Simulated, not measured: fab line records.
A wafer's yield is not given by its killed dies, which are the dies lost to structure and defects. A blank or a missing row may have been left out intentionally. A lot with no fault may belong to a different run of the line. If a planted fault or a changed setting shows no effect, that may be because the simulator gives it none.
Split-lot experiment    flow n5-finfet    route with 1938 steps; 7 lots, 21 wafers read

== THE SPLIT ==
At N5_BEOL_M4_DESCUM_33 (chemistry O2, time 7 s), the setting time-s was moved away from the recipe's 7 s on 11 of the 21 wafers read, by -19.1% to +19.4%. For the rest of the wafers, this setting stayed at what the recipe calls for.

== FROM THE SPLIT TO THE READING: what the file shows between them, 3 steps ==
- N5_BEOL_M4_ETCH_77: etches underlayer in N2/H2, target depth 6.5 nm, time 5.2 s
- N5_BEOL_M4_ETCH_69: etches SiARC in CF4, target depth 15.6 nm, time 26 s
- N5_BEOL_M4_ALD_98: deposits SiO2, target thk 2.5 nm, pulse time 1 s, co reactant pulse time 1 s

== THE READING ==
CAR-EUV_of_BEOL_M4_COAT_22.thk-nm (the simulator's own value, which no gauge read), in nm, at N5_BEOL_M4_ETCHBACK_99 (etches SiO2 in CHF3, target depth 5 nm, time 10.4 s). There is no usual value for it anywhere in the file. Average 10.4 nm, standard deviation 0.11 nm, over the 10 wafers here run with the recipe.

wafer   tool, chamber at the split  time-s as run, s  against the recipe  CAR-EUV_of_BEOL_M4_COAT_22.thk-nm, nm  against lot-mates on the recipe
L077.3  rie-diel-04, 3              6.268             -10.5%              10.8                                   +0.4
L077.4  rie-diel-04, 3              6.268             -10.5%              10.8                                   +0.4
L077.5  rie-diel-04, 0              7                 recipe              10.4                                   -
L078.2  rie-diel-06, 2,3,2          8.355             +19.4%              9.6                                    no lot-mate on the recipe
L078.5  rie-diel-06, 2,3,2          8.355             +19.4%              9.6                                    no lot-mate on the recipe
L078.6  rie-diel-06, 2,3,2          8.355             +19.4%              9.6                                    no lot-mate on the recipe
L082.1  rie-diel-06, 3,1            5.666             -19.1%              11.2                                   +0.6
L082.5  rie-diel-06, 3,1            5.666             -19.1%              11.2                                   +0.6
L082.2  rie-diel-06, 2              7                 recipe              10.6                                   -
L090.1  rie-diel-04, 1              7                 recipe              10.4                                   -
L090.3  rie-diel-04, 2              7                 recipe              10.4                                   -
L090.6  rie-diel-04, 3              5.906             -15.6%              11                                     +0.6
L091.1  rie-diel-04, 0              6.052             -13.5%              10.8                                   +0.4
L091.3  rie-diel-04, 3,2            7                 recipe              10.4                                   -
L091.4  rie-diel-04, 3,2            7                 recipe              10.4                                   -
L095.1  rie-diel-04, 0              7.643             +9.2%               10                                     -0.4
L095.3  rie-diel-04, 1              7.643             +9.2%               10.2                                   -0.2
L095.5  rie-diel-04, 2              7                 recipe              10.4                                   -
L097.1  rie-diel-02, 1,0,3          7                 recipe              10.2                                   -
L097.2  rie-diel-02, 1,0,3          7                 recipe              10.2                                   -
L097.4  rie-diel-02, 1,0,3          7                 recipe              10.4                                   -
The file does not say which wafer passed through which chamber wherever a row lists several chambers: such a row stands for several wafers.

FIT RESULTS
A straight line over all 21 wafers: CAR-EUV_of_BEOL_M4_COAT_22.thk-nm changes by -0.0397 nm for each +1% of time-s; r = -0.98; the points scatter about the line by 0.095 nm.
The same after taking each lot's own level away (the mean of its wafers on the recipe; 18 wafers): -0.0332 nm for each +1%; r = -0.98; scatter 0.063 nm.
On that fit, the largest move of time-s shifts the reading by 0.64 nm.
The lots' own levels span 10.27 to 10.60 nm, that is 3.1 times the standard deviation above.
So the slope is not independent of the lot-to-lot level: the two fits are not the same.
Check: with one of the wafers moved furthest among these (-19.1%) left out of the fit, the line predicts +0.65 nm for it against its lot-mates. It came out at +0.6 nm against them.

== OTHER SPLITS ON THESE WAFERS ==
Note: prior to the reading, these wafers also went through further splits. Each is held against what the fit with the lots' levels taken away leaves over:
other split on the same wafers  wafers away from the commonest value  r with CAR-EUV_of_BEOL_M4_COAT_22.thk-nm (lot level and that fit taken away)
N5_BEOL_M4_DESCUM_16 time-s     8                                     -0.06

== THE WHOLE CHAIN: every reading that the file lists as answering this split, in the file's order ==
step                    what it does                                                 reading                                                                             change (the file's fit)                 r (the file's)
N5_BEOL_M4_DESCUM_33    chemistry O2, time 7 s                                       CAR-EUV_of_BEOL_M4_COAT_22.thk-nm (the simulator's own value, which no gauge read)  -0.0321 nm for each +1% of the setting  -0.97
N5_BEOL_M4_ETCH_77      etches underlayer in N2/H2, target depth 6.5 nm, time 5.2 s  CAR-EUV_of_BEOL_M4_COAT_22.thk-nm (the simulator's own value, which no gauge read)  -0.0399 nm for each +1% of the setting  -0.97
N5_BEOL_M4_ETCHBACK_99  etches SiO2 in CHF3, target depth 5 nm, time 10.4 s          CAR-EUV_of_BEOL_M4_COAT_22.thk-nm (the simulator's own value, which no gauge read)  -0.0337 nm for each +1% of the setting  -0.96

== THE FILE'S OWN FIT ==
CAR-EUV_of_BEOL_M4_COAT_22.thk-nm changes by -0.0337 nm for each +1% of time-s, r = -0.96.
